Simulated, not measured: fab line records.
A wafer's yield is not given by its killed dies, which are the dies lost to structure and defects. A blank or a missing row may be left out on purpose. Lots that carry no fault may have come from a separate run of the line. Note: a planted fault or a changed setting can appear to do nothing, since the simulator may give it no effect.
fab line records	flow n5-finfet	part 2 of 2: steps 5 to 6 of 6
[record] lots = 22	wafers = 66	last-day = 20
route steps=1938 shown BEOL_M0_SAQP@664 BEOL_M0_CUTY@708 BEOL_M1@769
lots that met no fault: from a run of the same line without faults
start-h: the number of hours between the record's first day and the start of the first shown wafer of the lot	wait-h: how many hours have passed since the lot's step before this one	" as in the row above	L1.1+2: several wafers, shown together as one row	- no value, or no start was given	* or withheld: withheld	< > ~ a bound
route shown NAME@n: names a module that has steps shown in the file, with the first one's number in the route	usual: the fault-free wafers' mean and standard deviation	same: alike in all rows	chamber/n: place in a boat	sites: readings site by site	_std_site: standard deviation across them	_edge_site: outer sites' mean less inner sites'	radius-mm: for every site, how far away it sits from the centre of the wafer	mask NAME#n: copy n	behind: the last tool/chamber to shape the wafer	hold: why the lot went on hold/how many hours it stayed there/how the hold came to an end	device: the n, p or np transistor that did not switch	end of line: the route-end tests of the same wafers	a step with no rows: only its recipe	killed: dies lost to structure and defects at the first sort, not the wafer's yield	map: dies across one wafer; x = killed, . = not, _ = none there
set.NAME: the setting as run; set.NAME@STEP: as run at that earlier step	model.NAME: the simulator's own value behind a step, which no gauge read
one table for each step of the route and one row for each wafer, over a sample of lots
services: a tool's chamber out of use, with start hour (start-h, from the record's first day; less than 0 if before it), hours out, and reason
[[steps]]
[step N5_BEOL_M1_ETCH_63]
[recipe] chemistry = CF4	target = SiARC	target-depth-a = 156	mask-material = CAR-EUV	time-s = 26	ion-energy-ev = 80	pressure-mtorr = 40	source-w = 545	bias-w = 36	Ar_flow_sccm = 100	cf4-flow-sccm = 100	ends = cleared
[usual] bias-w = 36.00/0.11	drypump-motor-current-A = 5.6/0.45	etch-rf-on-time-s = 26.3/0.58	oes-product-au = 0.64/0.073	rf-vpp-V = 184.2/1.2	showerhead-plenum-p-Torr = 2.15/0.072	throttle-valve-pct = 15.57/0.18
lot.wafer	tool	chamber	start-h	wait-h	bias-w	drypump-motor-current-A	etch-rf-on-time-s	oes-product-au	rf-hours-counter-h	rf-vpp-V	showerhead-plenum-p-Torr	throttle-valve-pct
L074.2	rie-diel-05	3	125.77	0.0	36.21	4.9	26.7	0.60	206	185.3	2.20	15.61
L074.4	"	0	"	"	35.90	5.6	26.2	0.60	234	183.0	2.11	15.86
L074.6	"	0	"	"	35.85	5.6	26.3	0.61	-	182.6	2.11	15.86
L075.2	rie-diel-03	1	130.44	0.0	36.17	6.3	25.9	0.58	243	185.8	2.11	15.55
L075.4	"	3	"	"	36.09	5.1	25.8	0.73	38	185.4	2.19	15.36
L075.5	"	2	"	"	36.07	5.6	27.1	0.57	-	184.7	2.18	15.52
L076.3	rie-diel-02	2	136.94	0.0	36.05	5.5	27.2	0.63	171	185.4	2.20	15.39
L076.4	"	3	"	"	35.68	6.0	26.8	0.63	176	184.1	2.07	15.74
L076.5	"	0	"	"	35.82	5.0	26.3	0.60	-	184.9	2.21	15.47
L077.1	rie-diel-02	2	140.56	0.0	36.12	5.6	27.1	0.63	171	185.5	2.20	15.40
L077.5	"	3	"	"	35.84	6.0	26.7	0.63	-	182.9	2.07	15.74
L077.6	"	0	"	"	35.87	5.0	26.0	0.60	-	184.0	2.21	15.45
L078.1	rie-diel-03	3	143.90	0.0	36.21	5.2	25.7	0.72	42	184.1	2.19	15.38
L078.4	"	1	"	"	35.76	6.4	25.9	0.58	247	182.4	2.11	15.54
L078.5	"	2	"	"	36.07	5.6	27.3	0.57	-	185.4	2.18	15.54
L079.1	rie-diel-02	3	156.94	0.0	35.85	6.0	26.6	0.62	181	185.0	2.06	15.75
L079.2	"	0	"	"	36.05	5.0	26.1	0.59	227	186.0	2.21	15.45
L079.3	"	2	"	"	35.93	5.6	26.8	0.62	176	184.6	2.20	15.42
L081.2	rie-diel-02	2	162.38	0.0	36.01	5.5	26.6	0.62	178	185.7	2.20	15.41
L081.3	"	0	"	"	36.06	5.0	25.6	0.60	229	185.7	2.20	15.47
L081.4	"	2	"	"	36.17	5.6	26.8	0.62	-	184.0	2.20	15.40
L083.1	rie-diel-03	2	177.93	0.0	36.05	5.6	26.9	0.57	235	183.5	2.18	15.53
L083.3	"	0	"	"	36.12	5.1	25.3	0.63	199	184.1	2.20	15.65
L083.5	"	3	"	"	35.75	5.2	25.5	0.71	-	184.1	2.18	15.39
L082.3	rie-diel-02	0	178.11	0.0	36.14	5.0	26.3	0.59	233	183.0	2.20	15.47
L082.5	"	2	"	"	35.94	5.6	27.1	0.62	-	183.6	2.20	15.42
L082.6	"	3	"	"	35.94	6.0	26.7	0.63	-	182.7	2.06	15.74
L084.3	rie-diel-02	0	192.01	0.0	35.97	5.0	26.4	0.59	237	185.2	2.20	15.46
L084.5	"	3	"	"	35.96	6.0	26.6	0.61	-	183.1	2.06	15.76
L084.6	"	2	"	"	35.94	5.6	26.8	0.62	-	185.0	2.20	15.41
L085.3	rie-diel-02	0	194.38	0.0	36.09	5.0	26.1	0.59	238	185.1	2.20	15.49
L085.4	"	3	"	"	35.92	6.0	26.6	0.63	192	182.7	2.06	15.77
L085.6	"	2	"	"	35.99	5.5	27.0	0.61	-	184.5	2.20	15.43
L087.1	rie-diel-05	3	205.97	0.0	36.14	4.9	26.6	0.58	228	185.4	2.20	15.66
L087.2	"	2	"	"	36.19	5.6	26.4	0.56	254	182.3	2.03	15.79
L087.5	"	3	"	"	36.14	4.9	26.4	0.59	-	185.7	2.20	15.65
L088.1	rie-diel-05	0	217.64	0.0	36.02	5.5	25.6	0.84	4	182.9	2.10	15.41
L088.3	"	1	"	"	35.93	5.4	25.2	0.74	64	185.4	2.26	15.38
L088.6	"	3	"	"	35.99	4.9	26.5	0.58	-	185.8	2.19	15.66
L089.2	rie-diel-02	3	219.47	0.0	35.95	6.0	26.9	0.61	199	181.9	2.06	15.76
L089.3	"	1	"	"	35.98	6.4	26.7	0.64	137	182.8	2.08	15.80
L089.5	"	3	"	"	36.10	6.0	27.0	0.61	-	184.0	2.06	15.76
L090.4	rie-diel-05	1	223.94	0.0	35.95	5.5	25.5	0.73	-	183.9	2.26	15.38
L090.5	"	3	"	"	36.08	5.0	26.9	0.57	-	186.4	2.19	15.66
L090.6	"	0	"	"	35.93	5.6	25.8	0.83	-	183.7	2.10	15.42
L092.3	rie-diel-02	3	226.98	0.0	35.99	6.0	26.9	0.61	202	184.1	2.06	15.78
L092.4	"	2	"	"	35.84	5.6	26.7	0.61	199	185.0	2.19	15.44
L092.5	"	3	"	"	36.17	6.0	26.7	0.61	-	182.4	2.06	15.78
L091.2	rie-diel-05	3	235.56	0.0	36.10	5.0	26.9	0.57	239	185.3	2.19	15.68
L091.4	"	1	"	"	36.11	5.4	25.0	0.73	-	185.7	2.26	15.39
L091.6	"	0	"	"	35.87	5.6	25.4	0.82	-	182.3	2.10	15.43
L093.1	rie-diel-02	3	238.08	0.0	35.93	6.0	26.7	0.61	207	183.0	2.06	15.78
L093.2	"	2	"	"	35.98	5.6	26.5	0.61	205	185.1	2.19	15.46
L093.6	"	3	"	"	36.05	6.0	26.5	0.61	-	183.2	2.06	15.78
L094.1	rie-diel-02	1	240.77	0.0	36.10	6.4	26.4	0.64	143	182.8	2.07	15.81
L094.2	"	2	"	"	35.88	5.6	26.9	0.61	206	184.0	2.19	15.47
L094.6	"	2	"	"	35.98	5.5	26.9	0.60	-	183.7	2.19	15.47
L095.2	rie-diel-05	0	244.14	0.0	35.94	5.5	25.6	0.80	14	183.7	2.10	15.43
L095.3	"	2	"	"	35.87	5.6	25.2	0.86	1	185.3	2.28	15.32
L095.6	"	3	"	"	36.05	4.9	26.8	0.57	-	185.8	2.19	15.69
L096.1	rie-diel-02	1	254.51	0.0	35.98	6.4	26.6	0.63	151	181.8	2.07	15.83
L096.2	"	2	"	"	35.98	5.6	27.0	0.60	214	184.5	2.19	15.48
L096.4	"	3	"	"	36.04	6.0	26.9	0.60	-	182.5	2.05	15.81
L097.1	rie-diel-02	3	268.14	0.0	35.96	6.0	26.9	0.60	220	183.0	2.05	15.82
L097.2	"	0	"	"	36.12	5.0	25.6	0.84	3	184.9	2.20	14.99
L097.4	"	1	"	"	36.11	6.4	26.6	0.63	154	184.7	2.07	15.82
[step N5_BEOL_M1_SPUTTER_90]
[recipe] material = Cu	target-thk-a = 45	temp-c = -20	chamber-pressure-pa = 0.07	power-w = withheld	time-s = 8.29
[usual] throttle-valve-pct = 29.7/0.62
lot.wafer	tool	chamber	start-h	wait-h	throttle-valve-pct
L074.2	pvd-sputter-02	-	132.31	0.1	28.9
L074.4	"	-	"	"	30.1
L074.6	"	-	"	"	30.0
L075.2	pvd-sputter-03	-	135.48	0.1	29.1
L075.4	"	-	"	"	29.8
L075.5	"	-	"	"	29.4
L076.3	pvd-sputter-03	-	148.66	0.1	29.5
L076.4	"	-	"	"	29.7
L076.5	"	-	"	"	29.0
L077.1	pvd-sputter-02	-	158.46	0.1	30.2
L077.5	"	-	"	"	29.2
L077.6	"	-	"	"	30.1
L078.1	pvd-sputter-03	-	160.15	0.1	29.7
L078.4	"	-	"	"	30.8
L078.5	"	-	"	"	29.3
L079.1	pvd-sputter-03	-	163.29	0.1	29.8
L079.2	"	-	"	"	29.3
L079.3	"	-	"	"	31.0
L081.2	pvd-sputter-03	-	171.71	0.1	30.7
L081.3	"	-	"	"	29.5
L081.4	"	-	"	"	30.8
L082.3	pvd-sputter-03	-	183.04	0.1	30.6
L082.5	"	-	"	"	30.9
L082.6	"	-	"	"	28.8
L083.1	pvd-sputter-02	-	184.04	0.1	28.9
L083.3	"	-	"	"	29.8
L083.5	"	-	"	"	29.8
L084.3	pvd-sputter-02	-	217.96	0.1	29.7
L084.5	"	-	"	"	29.8
L084.6	"	-	"	"	29.8
L085.3	pvd-sputter-02	-	221.45	0.1	30.0
L085.4	"	-	"	"	29.1
L085.6	"	-	"	"	30.2
L087.1	pvd-sputter-02	-	238.42	0.1	29.6
L087.2	"	-	"	"	30.2
L087.5	"	-	"	"	29.7
L088.1	pvd-sputter-01	-	242.35	0.1	28.3
L088.3	"	-	"	"	30.0
L088.6	"	-	"	"	31.3
L089.2	pvd-sputter-03	-	244.06	0.1	29.0
L089.3	"	-	"	"	29.2
L089.5	"	-	"	"	30.9
L090.4	pvd-sputter-03	-	247.55	0.1	29.4
L090.5	"	-	"	"	29.3
L090.6	"	-	"	"	29.7
L092.3	pvd-sputter-02	-	252.46	0.1	29.6
L092.4	"	-	"	"	29.1
L092.5	"	-	"	"	29.7
L091.2	pvd-sputter-01	-	259.04	0.1	31.1
L091.4	"	-	"	"	30.2
L091.6	"	-	"	"	30.1
L093.1	pvd-sputter-02	-	263.68	0.1	30.2
L093.2	"	-	"	"	29.0
L093.6	"	-	"	"	29.8
L094.1	pvd-sputter-02	-	266.39	0.1	30.2
L094.2	"	-	"	"	29.1
L094.6	"	-	"	"	29.7
L096.1	pvd-sputter-02	-	268.27	0.1	28.9
L096.2	"	-	"	"	29.9
L096.4	"	-	"	"	29.9
L095.2	pvd-sputter-01	-	271.78	0.1	29.9
L095.3	"	-	"	"	31.3
L095.6	"	-	"	"	28.0
L097.1	pvd-sputter-02	-	274.96	0.1	29.7
L097.2	"	-	"	"	29.8
L097.4	"	-	"	"	30.0
[[services]]
tool	chamber	start-h	hours	kind
pvd-sputter-03	-	93.21	4.6	repair
rie-diel-03	-	107.77	2.8	pm
rie-diel-02	1	125.47	2.9	repair
pvd-sputter-01	-	133.60	1.9	repair
pvd-sputter-01	-	143.27	4.6	repair
rie-diel-05	-	154.02	2.8	pm
rie-diel-02	1	154.53	9.8	repair
rie-diel-03	1	154.81	-	clean
rie-diel-03	1	154.81	-	consumable-replace:focus-ring
rie-diel-03	1	154.81	34.2	scheduled-down
rie-diel-03	1	154.81	34.2	vent-cycle
rie-diel-05	3	171.94	12.6	repair
rie-diel-05	0	184.97	-	clean
rie-diel-05	0	184.97	-	consumable-replace:focus-ring
rie-diel-05	0	184.97	23.1	scheduled-down
rie-diel-05	0	184.97	23.1	vent-cycle
rie-diel-03	0	202.03	2.2	repair
rie-diel-02	1	229.90	7.5	repair
rie-diel-02	0	237.40	-	clean
rie-diel-02	0	237.40	-	consumable-replace:focus-ring
rie-diel-02	0	237.40	18.5	scheduled-down
rie-diel-02	0	237.40	18.5	vent-cycle
rie-diel-05	1	270.40	3.0	repair
rie-diel-02	0	274.42	7.1	repair
